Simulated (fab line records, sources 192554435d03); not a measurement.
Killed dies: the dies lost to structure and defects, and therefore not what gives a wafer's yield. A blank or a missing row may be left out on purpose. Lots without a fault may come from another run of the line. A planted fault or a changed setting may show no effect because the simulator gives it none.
Lot-split experiment -- flow n5Finfet -- on a route of 1938 steps: 7 lots, 39 wafers read

== ABOUT THE SPLIT ==
At N5_WELL_APT_EXPOSE_22 (exposes mask PWELL, defocus 0 nm, target cd 200 nm), the setting doseMj was moved away from the recipe's 23.2 on 12 of the 39 wafers read, by -7.2% to +6.6%. For the rest of the wafers, this setting stayed at what the recipe calls for.

== FROM THE SPLIT TO THE READING: what the file shows between them, 3 steps ==
- N5_WELL_APT_PEB_23: peb time 90 s
- N5_WELL_APT_DEVELOP_24: develop time 45 s
- N5_WELL_APT_HARDBAKE_29: time 120 s

== THE READING ==
At N5_WELL_APT_CD_MEAS_25: cdNm in nanometres, against a target cd of 200 nm. A value of 200.6 nm with a standard deviation of 1.5 nm is what fault-free wafers of this fab line usually give.

wafer,"tool, chamber at the split",doseMj as run,against the recipe,"cdNm, nm",against lot-mates on the recipe
L077.1,"krfScanner-02, 0",23.2,recipe,200.6,-
L077.2,"krfScanner-02, 0",24.74,+6.6%,216.4,+14.6
L077.3,"krfScanner-02, 0",23.2,recipe,202.7,-
L077.4,"krfScanner-02, 0",23.2,recipe,202.1,-
L077.5,"krfScanner-02, 0",24.74,+6.6%,213.8,+12.0
L077.6,"krfScanner-02, 0",24.74,+6.6%,214.9,+13.1
L078.1,"krfScanner-02, 0",23.2,recipe,200.4,-
L078.2,"krfScanner-02, 0",23.2,recipe,199.8,-
L078.3,"krfScanner-02, 0",23.2,recipe,200.7,-
L078.4,"krfScanner-02, 0",23.2,recipe,197.4,-
L078.5,"krfScanner-02, 0",23.2,recipe,200.7,-
L078.6,"krfScanner-02, 0",23.2,recipe,198.1,-
L086.1,"krfScanner-02, 0",22.46,-3.2%,194.8,-5.9
L086.2,"krfScanner-02, 0",22.46,-3.2%,196.2,-4.5
L086.3,"krfScanner-02, 0",22.46,-3.2%,195.5,-5.2
L086.4,"krfScanner-02, 0",23.2,recipe,201.4,-
L086.5,"krfScanner-02, 0",23.2,recipe,200.6,-
L086.6,"krfScanner-02, 0",23.2,recipe,200.1,-
L088.1,"krfScanner-01, 0",23.2,recipe,198.6,-
L088.2,"krfScanner-01, 0",23.2,recipe,200.4,-
L088.5,"krfScanner-01, 0",23.2,recipe,199.3,-
L092.1,"krfScanner-02, 0",23.2,recipe,200.7,-
L092.2,"krfScanner-02, 0",23.2,recipe,201.6,-
L092.3,"krfScanner-02, 0",23.2,recipe,200.2,-
L092.4,"krfScanner-02, 0",21.89,-5.6%,187.6,-13.2
L092.5,"krfScanner-02, 0",21.89,-5.6%,190.3,-10.5
L092.6,"krfScanner-02, 0",21.89,-5.6%,191.7,-9.1
L095.1,"krfScanner-01, 0",23.2,recipe,198.9,-
L095.2,"krfScanner-01, 0",23.2,recipe,201.6,-
L095.3,"krfScanner-01, 0",23.2,recipe,199.5,-
L095.4,"krfScanner-01, 0",23.2,recipe,202.6,-
L095.5,"krfScanner-01, 0",23.2,recipe,201.4,-
L095.6,"krfScanner-01, 0",23.2,recipe,202.6,-
L096.1,"krfScanner-02, 0",21.54,-7.2%,187.0,-15.7
L096.2,"krfScanner-02, 0",23.2,recipe,202.6,-
L096.3,"krfScanner-02, 0",21.54,-7.2%,186.4,-16.3
L096.4,"krfScanner-02, 0",23.2,recipe,203.4,-
L096.5,"krfScanner-02, 0",23.2,recipe,202.1,-
L096.6,"krfScanner-02, 0",21.54,-7.2%,187.3,-15.4

THE FIT
A straight line over all 39 wafers: cdNm changes by +2 nm for each +1% of doseMj; r = +0.98; the points scatter about the line by 1.5 nm.
The same after taking each lot's own level away (the mean of its wafers on the recipe; 39 wafers): +2.04 nm for each +1%; r = +0.98; scatter 1.2 nm.
Per that fit: largest doseMj move, reading shift of 15 nm.
Measured against the standard deviation above, the lots' own levels, which go from 199.43 to 202.70 nm, span 2.2 times it.
Hence the lot-to-lot level has little effect on the slope; both slopes agree.
Check: for one of the wafers moved furthest among these (-7.2%), held out of the fit, the line's prediction against its lot-mates is -14.4 nm. Against them it came out at -15.7 nm.

== THE WHOLE CHAIN: every reading that the file lists as answering this split, in the file's order ==
step,what it does,reading,change (the file's fit),r (the file's)
N5_WELL_APT_CD_MEAS_25,target cd 200 nm,cdNm,+2.04 nm for each +1% of the setting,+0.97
N5_WELL_APT_DESCUM_30,"chemistry O2, time 7.9 s","WELL_APT.cdNm (the simulator's own value, which no gauge read)",+2.02 nm for each +1% of the setting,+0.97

== FILE'S OWN FIT ==
cdNm changes by +2.04 nm for each +1% of doseMj, r = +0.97.
